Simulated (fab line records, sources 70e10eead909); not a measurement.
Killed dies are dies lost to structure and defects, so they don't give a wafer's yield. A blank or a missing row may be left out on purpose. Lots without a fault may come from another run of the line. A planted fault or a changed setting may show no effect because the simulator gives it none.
fab line records | flow nand_harc
record lots=14 wafers=42 last_day=33
route steps=1302 shown A_DECK1_JOINT@527 A_ONON_D2@551
lots that met no fault: from a run of the same line without faults
start_h: hours from the record's first day to the start of the lot's first wafer shown | wait_h: hours since the lot's step before | " the same as in the row above | L1.1+2: a row that stands for several wafers | - no value, or no start given | * or withheld: withheld | < > ~ a bound
route shown NAME@n: a module of which the file shows steps, and the number in the route of the first | usual: mean/standard deviation of fault-free wafers | same: alike in all rows | chamber/n: place in a boat | sites: the reading at each site | _std_site: their standard deviation | _edge_site: outer sites' mean less inner sites' | radius_mm: how far each site lies from the wafer's centre | mask NAME#n: copy n | behind: the tool/chamber that last shaped the wafer | hold: why the lot was held/for how many hours/how that ended | device: the transistor (n, p or np) that didn't switch | end of line: the same wafers' tests at the end of the route | a step without rows: its recipe alone | killed: dies lost to structure and defects at the first sort, not the wafer's yield | map: a wafer's dies, x killed, . not, _ none there
set.NAME: the setting as run; set.NAME@STEP: as run at that earlier step | model.NAME: the simulator's own value behind a step, which no gauge read
steps of the route over a sample of lots; a table a step, a row a wafer
services: from which hour (start_h, from the record's first day; less than 0 if before it) a tool's chamber was out of use, for how many hours, and why
## steps
# step NHARC_A_DECK1_JOINT_CMP_13
# recipe target_thk_nm=51.023
# usual motor_current_A=12.1/1.4 pad_life_wafers=186/95 slurry_filter_dp_kPa=13.49/0.15 time_to_endpoint_s=7.4/2.4
# columns lot.wafer tool chamber start_h wait_h motor_current_A pad_life_wafers slurry_filter_dp_kPa time_to_endpoint_s
L412.3 cmp-01 0 263.84 0.4 12.6 271 13.45 9.5
L412.2 " 2 " " 11.0 273 13.45 7.2
L412.6 " 0 " " 12.6 - 13.60 8.8
L413.2 cmp-03 1 276.04 0.4 11.6 49 13.79 6.1
L413.3 " 2 " " 12.4 50 13.34 2.7
L413.5 " 1 " " 10.9 - 13.48 6.8
L414.2 cmp-03 3 280.38 0.4 12.1 55 13.24 9.9
L414.6 " 2 " " 13.5 - 13.72 6.5
L414.5 " 3 " " 12.1 - 13.32 10.1
L416.1 cmp-03 0 299.53 0.4 14.8 116 13.13 9.2
L416.5 " 2 " " 13.0 - 13.68 4.5
L416.6 " 3 " " 11.9 - 13.46 4.5
L417.2 cmp-04 0 312.36 0.4 10.3 0 13.59 8.3
L417.1 " 2 " " 11.2 2 13.52 10.4
L417.6 " 0 " " 11.3 - 13.28 7.8
L418.1 cmp-03 1 327.27 0.4 11.6 205 13.55 5.5
L418.3 " 2 " " 12.9 206 13.55 8.2
L418.6 " 1 " " 11.9 - 13.65 5.3
L419.1 cmp-01 0 327.27 0.4 13.0 145 13.66 6.6
L419.3 " 1 " " 13.4 146 13.64 6.9
L419.6 " 3 " " 12.0 - 13.47 7.2
L421.2 cmp-04 1 347.76 0.4 14.2 90 13.47 10.3
L421.3 " 2 " " 11.6 91 13.41 7.6
L421.1 " 3 " " 10.1 92 13.61 8.0
L420.1 cmp-01 1 347.76 0.4 13.1 228 13.37 8.2
L420.5 " 1 " " 12.8 - 13.41 8.1
L420.6 " 2 " " 10.7 - 13.73 9.0
L422.1 cmp-04 0 367.03 0.4 10.6 146 13.65 6.7
L422.4 " 1 " " 13.2 147 13.49 9.6
L422.6 " 2 " " 10.9 - 13.50 9.1
L424.4 cmp-03 3 387.82 0.4 11.8 102 13.59 3.2
L424.1 " 0 " " 14.8 103 13.79 2.1
L424.2 " 1 " " 10.6 104 13.62 1.9
L426.3 cmp-04 3 399.07 0.4 10.8 288 13.84 10.2
L426.2 " 1 " " 13.6 290 13.52 11.5
L426.1 " 2 " " 10.6 291 13.24 11.1
L433.1 cmp-01 1 475.15 0.4 13.8 324 13.46 10.6
L433.2 " 2 " " 10.6 325 13.56 7.3
L433.4 " 0 " " 13.2 327 13.60 7.5
L434.4 cmp-04 2 475.15 0.4 11.6 234 13.74 6.7
L434.2 " 3 " " 11.2 235 13.44 6.6
L434.6 " 3 " " 10.9 - 13.18 7.1
# step NHARC_A_ONON_D2_DEP_09
# recipe target_thk_a=10000 n2_flow_sccm=2750 n2o_flow_sccm=2000 nh3_flow_sccm=500 sih4_flow_sccm=210 temp_c=400
# usual n2o_flow_sccm=1999/5.7
# columns lot.wafer tool chamber start_h wait_h n2o_flow_sccm
L412.2 pecvd_onon-03 0 287.23 0.1 1990
L412.3 " 0 " " 1994
L412.6 " 0 " " 2003
L413.2 pecvd_onon-01 0 304.28 0.1 1995
L413.3 " 0 " " 2003
L413.5 " 0 " " 1994
L414.2 pecvd_onon-03 0 304.32 0.1 2002
L414.5 " 0 " " 1992
L414.6 " 0 " " 1999
L416.1 pecvd_onon-01 0 323.11 0.1 1993
L416.5 " 0 " " 1999
L416.6 " 0 " " 2003
L417.1 pecvd_onon-02 0 334.10 0.1 1997
L417.2 " 0 " " 2002
L417.6 " 0 " " 2004
L419.1 pecvd_onon-03 0 351.16 0.1 2002
L419.3 " 0 " " 2006
L419.6 " 0 " " 1996
L418.1 pecvd_onon-01 0 351.17 0.1 2006
L418.3 " 0 " " 1999
L418.6 " 0 " " 2002
L421.1 pecvd_onon-01 0 374.14 0.1 2002
L421.2 " 0 " " 2005
L421.3 " 0 " " 1999
L420.1 pecvd_onon-03 0 374.38 0.1 1997
L420.5 " 0 " " 2002
L420.6 " 0 " " 1989
L422.1 pecvd_onon-01 0 391.88 0.1 1998
L422.4 " 0 " " 1988
L422.6 " 0 " " 1997
L424.1 pecvd_onon-01 0 413.17 0.1 1999
L424.2 " 0 " " 2003
L424.4 " 0 " " 2007
L426.1 pecvd_onon-01 0 422.97 0.1 1998
L426.2 " 0 " " 2007
L426.3 " 0 " " 1990
L433.1 pecvd_onon-03 0 508.02 0.1 2002
L433.2 " 0 " " 1995
L433.4 " 0 " " 1994
L434.2 pecvd_onon-01 0 508.07 0.1 2011
L434.4 " 0 " " 2008
L434.6 " 0 " " 2004
# step NHARC_A_ONON_D2_THK_MEAS_11
# recipe thk_meas_gauge=ellipsometry
# usual thk_nm=1004/11
# columns lot.wafer tool chamber start_h wait_h thk_nm
L412.2 film_metro-02 - 287.68 - 1003
L412.3 " - " " 1002
L412.6 " - " " 1002
L413.2 film_metro-01 - 304.73 - 1016
L413.3 " - " " 1016
L413.5 " - " " 1017
L414.2 film_metro-02 - 304.77 - 1023
L414.5 " - " " 1024
L414.6 " - " " 1022
L416.1 film_metro-01 - 323.63 - 999
L416.5 " - " " 998
L416.6 " - " " 998
L417.1 film_metro-01 - 334.62 - 991
L417.2 " - " " 991
L417.6 " - " " 991
L419.1 film_metro-02 - 351.67 - 999
L419.3 " - " " 999
L419.6 " - " " 1000
L418.1 film_metro-01 - 351.68 - 1011
L418.3 " - " " 1009
L418.6 " - " " 1011
L421.1 film_metro-01 - 374.65 - 980
L421.2 " - " " 980
L421.3 " - " " 980
L420.1 film_metro-01 - 374.90 - 991
L420.5 " - " " 991
L420.6 " - " " 990
L422.1 film_metro-02 - 392.39 - 1020
L422.4 " - " " 1020
L422.6 " - " " 1020
L424.1 film_metro-01 - 413.68 - 1010
L424.2 " - " " 951
L424.4 " - " " 952
L426.1 film_metro-02 - 423.49 - 1024
L426.2 " - " " 968
L426.3 " - " " 1024
L434.2 film_metro-01 - 508.52 - 1010
L434.4 " - " " 1011
L434.6 " - " " 1011
L433.1 film_metro-02 - 508.53 - 1013
L433.2 " - " " 1015
L433.4 " - " " 1015
# step NHARC_A_ONON_D2_THK_MEAS_18
# recipe thk_meas_gauge=ellipsometry
# usual thk_nm=1000/8.1
# columns lot.wafer tool chamber start_h wait_h thk_nm
L412.2 film_metro-02 - 295.98 - 1015
L412.3 " - " " 1017
L412.6 " - " " 1017
L413.2 film_metro-01 - 313.32 - 996
L413.3 " - " " 997
L413.5 " - " " 996
L414.2 film_metro-02 - 313.32 - 1008
L414.5 " - " " 1007
L414.6 " - " " 1009
L416.1 film_metro-02 - 331.58 - 1003
L416.5 " - " " 1005
L416.6 " - " " 1005
L417.1 film_metro-02 - 342.89 - 1008
L417.2 " - " " 1009
L417.6 " - " " 1008
L419.1 film_metro-01 - 362.71 - 989
L419.3 " - " " 992
L419.6 " - " " 989
L418.1 film_metro-02 - 362.71 - 1001
L418.3 " - " " 1002
L418.6 " - " " 999
L421.1 film_metro-01 - 383.62 - 997
L421.2 " - " " 995
L421.3 " - " " 997
L420.1 film_metro-01 - 383.63 - 1006
L420.5 " - " " 1005
L420.6 " - " " 1003
L422.1 film_metro-02 - 403.21 - 987
L422.4 " - " " 987
L422.6 " - " " 986
L424.1 film_metro-01 - 420.27 - 1007
L424.2 " - " " 1007
L424.4 " - " " 1005
L426.1 film_metro-01 - 431.82 - 1005
L426.2 " - " " 1005
L426.3 " - " " 1006
L433.1 film_metro-02 - 516.81 - 991
L433.2 " - " " 990
L433.4 " - " " 990
L434.2 film_metro-01 - 516.81 - 1007
L434.4 " - " " 1006
L434.6 " - " " 1005
# step NHARC_A_ONON_D2_THK_MEAS_27
# recipe thk_meas_gauge=ellipsometry
# usual thk_nm=998/8.2
# columns lot.wafer tool chamber start_h wait_h thk_nm
L412.2 film_metro-01 - 297.67 - 1005
L412.3 " - " " 1006
L412.6 " - " " 1005
L413.2 film_metro-02 - 315.02 - 990
L413.3 " - " " 991
L413.5 " - " " 991
L414.2 film_metro-01 - 315.02 - 1000
L414.5 " - " " 999
L414.6 " - " " 1001
L416.1 film_metro-02 - 333.29 - 979
L416.5 " - " " 977
L416.6 " - " " 978
L417.1 film_metro-01 - 344.58 - 987
L417.2 " - " " 988
L417.6 " - " " 989
L418.1 film_metro-02 - 364.40 - 1013
L418.3 " - " " 1012
L418.6 " - " " 1013
L419.1 film_metro-01 - 364.43 - 996
L419.3 " - " " 996
L419.6 " - " " 997
L420.1 film_metro-01 - 385.33 - 1002
L420.5 " - " " 1004
L420.6 " - " " 1003
L421.1 film_metro-01 - 385.33 - 1000
L421.2 " - " " 998
L421.3 " - " " 999
L422.1 film_metro-01 - 404.93 - 992
L422.4 " - " " 994
L422.6 " - " " 992
L424.1 film_metro-02 - 422.12 - 1002
L424.2 " - " " 1002
L424.4 " - " " 1002
L426.1 film_metro-02 - 433.54 - 1005
L426.2 " - " " 1005
L426.3 " - " " 1003
L434.2 film_metro-01 - 518.50 - 1005
L434.4 " - " " 1003
L434.6 " - " " 1005
L433.1 film_metro-01 - 518.51 - 988
L433.2 " - " " 986
L433.4 " - " " 986
## services
# columns tool chamber start_h hours kind
cmp-03 - 252.52 0.3 repair
cmp-03 - 260.26 4.0 pm
pecvd_onon-01 - 273.04 13.0 pm
cmp-03 - 282.06 4.3 repair
cmp-01 - 283.01 0.8 repair
cmp-04 - 296.77 0.6 repair
cmp-04 - 307.05 4.0 pm
cmp-01 - 324.80 0.8 repair
cmp-03 - 358.26 4.0 pm
cmp-01 - 381.92 4.0 pm
cmp-01 - 391.56 1.2 repair
cmp-04 - 405.05 4.0 pm
pecvd_onon-03 - 408.00 13.0 pm
cmp-01 - 420.22 6.5 repair
cmp-04 - 430.81 1.0 repair
cmp-04 - 440.59 1.7 repair
cmp-01 - 445.65 2.6 repair
pecvd_onon-01 - 454.04 13.0 pm
cmp-04 - 455.57 2.2 repair
cmp-03 - 456.26 4.0 pm
cmp-01 - 461.46 10.5 repair
pecvd_onon-03 - 474.96 0.5 repair
cmp-04 - 476.87 1.6 repair
cmp-04 - 503.05 4.0 pm
## key
first_sign step=NHARC_A_ONON_D2_THK_MEAS_11 reading=thk_nm direction=down sigmas=4.5 usual=1004 struck=957
effect none on later readings
met_at NHARC_A_ONON_D2_DEP_09
struck_lots L424,L426
struck_wafers L424.2,L424.4,L426.2
sort_left_out L424.2,L424.4,L426.2
tester_left_out L424,L426
not_acting_at NHARC_A_DECK1_JOINT_CMP_13,NHARC_A_ONON_D2_THK_MEAS_18,NHARC_A_ONON_D2_THK_MEAS_27
onset_between 391.88 413.17
fault kind=process_parameter_drift tool=pecvd_onon-01 chamber=- onset_h=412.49 steps=NHARC_A_ONON_D2_DEP_09 channel=target_thk_a offset=* shape=step end_h=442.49 scope=struck_wafers_only acts_in=* stated=*
# tester_left_out: of these lots the tester's yield and bins aren't shown, on N5 and GAA mostly nor the transistor test; their killed dies are dies lost to structure and defects alone, not to doping, threshold or leakage, so they don't give the yield
# sort_left_out: the simulated sort isn't trusted on such a fault, so these wafers' sort isn't shown, and their yield isn't known
